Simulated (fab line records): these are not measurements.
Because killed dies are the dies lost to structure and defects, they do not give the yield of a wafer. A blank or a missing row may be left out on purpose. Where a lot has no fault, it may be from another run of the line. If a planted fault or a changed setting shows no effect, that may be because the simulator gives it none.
Lot-split experiment ; flow n5_finfet ; on a route of 1938 steps: 7 lots, 39 wafers read

THE SPLIT ITSELF
At N5_HKMG_FIN_ETCH_35 (etches SOC in N2/H2, target depth 215.8 nm, time 243.4 s), the setting source_w was moved away from the recipe's 3000 W on 18 of the 39 wafers read, by -11.2% to +16.2%. This setting was run at the recipe's value on the other wafers.

Reading taken at the split's own step.

THE READING
rf_vpp_V, in V, at N5_HKMG_FIN_ETCH_35 (etches SOC in N2/H2, target depth 215.8 nm, time 243.4 s). A value of 141.5 V with a standard deviation of 0.97 V is what fault-free wafers of this fab line usually give.

wafer;tool, chamber at the split;source_w as run, W;against the recipe;rf_vpp_V, V;against lot-mates on the recipe
L075.1;rie_diel-01, 3;3000;recipe;142.6;-
L075.2;rie_diel-01, 2;3486;+16.2%;133.7;-7.9
L075.3;rie_diel-01, 0;3000;recipe;141.1;-
L075.4;rie_diel-01, 1;3486;+16.2%;135.7;-5.9
L075.5;rie_diel-01, 1;3486;+16.2%;134.1;-7.5
L075.6;rie_diel-01, 0;3000;recipe;141.0;-
L080.1;rie_diel-03, 3;3000;recipe;142.1;-
L080.2;rie_diel-03, 2;2664;-11.2%;148.5;+6.7
L080.3;rie_diel-03, 0;3000;recipe;142.3;-
L080.4;rie_diel-03, 1;3000;recipe;141.1;-
L080.5;rie_diel-03, 1;2664;-11.2%;147.3;+5.5
L080.6;rie_diel-03, 2;2664;-11.2%;147.9;+6.1
L083.2;rie_diel-01, 3;3000;recipe;141.8;-
L083.3;rie_diel-01, 0;3000;recipe;141.9;-
L083.5;rie_diel-01, 3;3000;recipe;141.2;-
L088.1;rie_diel-03, 3;3000;recipe;141.4;-
L088.2;rie_diel-03, 2;3000;recipe;143.0;-
L088.3;rie_diel-03, 0;3000;recipe;142.1;-
L088.4;rie_diel-03, 1;2726;-9.1%;148.2;+6.0
L088.5;rie_diel-03, 0;2726;-9.1%;146.9;+4.7
L088.6;rie_diel-03, 1;2726;-9.1%;147.7;+5.5
L090.1;rie_diel-04, 2;3291;+9.7%;136.9;-4.6
L090.2;rie_diel-04, 3;3000;recipe;140.7;-
L090.3;rie_diel-04, 0;3000;recipe;142.1;-
L090.4;rie_diel-04, 1;3291;+9.7%;136.7;-4.8
L090.5;rie_diel-04, 0;3000;recipe;141.6;-
L090.6;rie_diel-04, 3;3291;+9.7%;136.1;-5.4
L094.1;rie_diel-01, 1;3000;recipe;141.5;-
L094.2;rie_diel-01, 2;2768;-7.7%;145.8;+3.7
L094.3;rie_diel-01, 3;3000;recipe;142.4;-
L094.4;rie_diel-01, 0;3000;recipe;142.3;-
L094.5;rie_diel-01, 3;2768;-7.7%;146.7;+4.6
L094.6;rie_diel-01, 0;2768;-7.7%;143.3;+1.2
L097.1;rie_diel-01, 0;2696;-10.1%;146.3;+3.9
L097.2;rie_diel-01, 3;3000;recipe;143.3;-
L097.3;rie_diel-01, 2;3000;recipe;141.3;-
L097.4;rie_diel-01, 1;3000;recipe;142.5;-
L097.5;rie_diel-01, 2;2696;-10.1%;146.9;+4.5
L097.6;rie_diel-01, 3;2696;-10.1%;147.4;+5.0

FIT RESULTS
A straight line over all 39 wafers: rf_vpp_V changes by -0.503 V for each +1% of source_w; r = -0.98; the points scatter about the line by 0.86 V.
The same after taking each lot's own level away (the mean of its wafers on the recipe; 39 wafers): -0.479 V for each +1%; r = -0.97; scatter 0.83 V.
That fit puts the effect of the largest move of source_w on the reading at 7.8 V.
Measured against the standard deviation above, the lots' own levels, which go from 141.47 to 142.37 V, span 0.9 times it.
The two slopes agree, so the slope changes little with the lot-to-lot level.
Check: for one of the wafers moved furthest among these (+16.2%), held out of the fit, the line's prediction against its lot-mates is -7.62 V. It came out at -7.87 V against them.
Tool readings at the split's step, against how far the setting was moved: rf_vpp_V r = -0.98.

OTHER SPLITS APPLIED TO THESE WAFERS
Before the reading, these wafers also passed through other splits. Each is held against what the fit with the lots' levels taken away leaves over:
other split on the same wafers;wafers away from the commonest value;r with rf_vpp_V (lot level and that fit taken away)
N5_FIN_SAQP_MANDREL_ETCH_22 target_depth_a;12;-0.10
N5_FIN_CUT_ETCH_21 bias_w;12;+0.15
N5_DUMMY_GATE_ETCH_31 target_depth_a;12;+0.13
N5_HKMG_FIN_ETCH_58 source_w;12;+0.12

THE WHOLE CHAIN: every reading that the file lists as answering this split, in the file's order
step;what it does;reading;change (the file's fit);r (the file's)
N5_HKMG_FIN_ETCH_35;etches SOC in N2/H2, target depth 215.8 nm, time 243.4 s;rf_vpp_V;-0.48 V for each +1% of the setting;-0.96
N5_HKMG_FIN_ETCH_35;etches SOC in N2/H2, target depth 215.8 nm, time 243.4 s;SOC_of_HKMG_FIN_COAT_29.thk_nm (the simulator's own value, which no gauge read);-1.68 nm for each +1% of the setting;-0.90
N5_HKMG_FIN_ETCH_35;etches SOC in N2/H2, target depth 215.8 nm, time 243.4 s;etch.depth_nm (the simulator's own value, which no gauge read);+1.67 nm for each +1% of the setting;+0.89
N5_HKMG_FIN_ETCH_35;etches SOC in N2/H2, target depth 215.8 nm, time 243.4 s;HKMG_FIN.feature_depth_nm (the simulator's own value, which no gauge read);+1.67 nm for each +1% of the setting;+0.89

THE FILE'S OWN FIT
rf_vpp_V changes by -0.48 V for each +1% of source_w, r = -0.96.
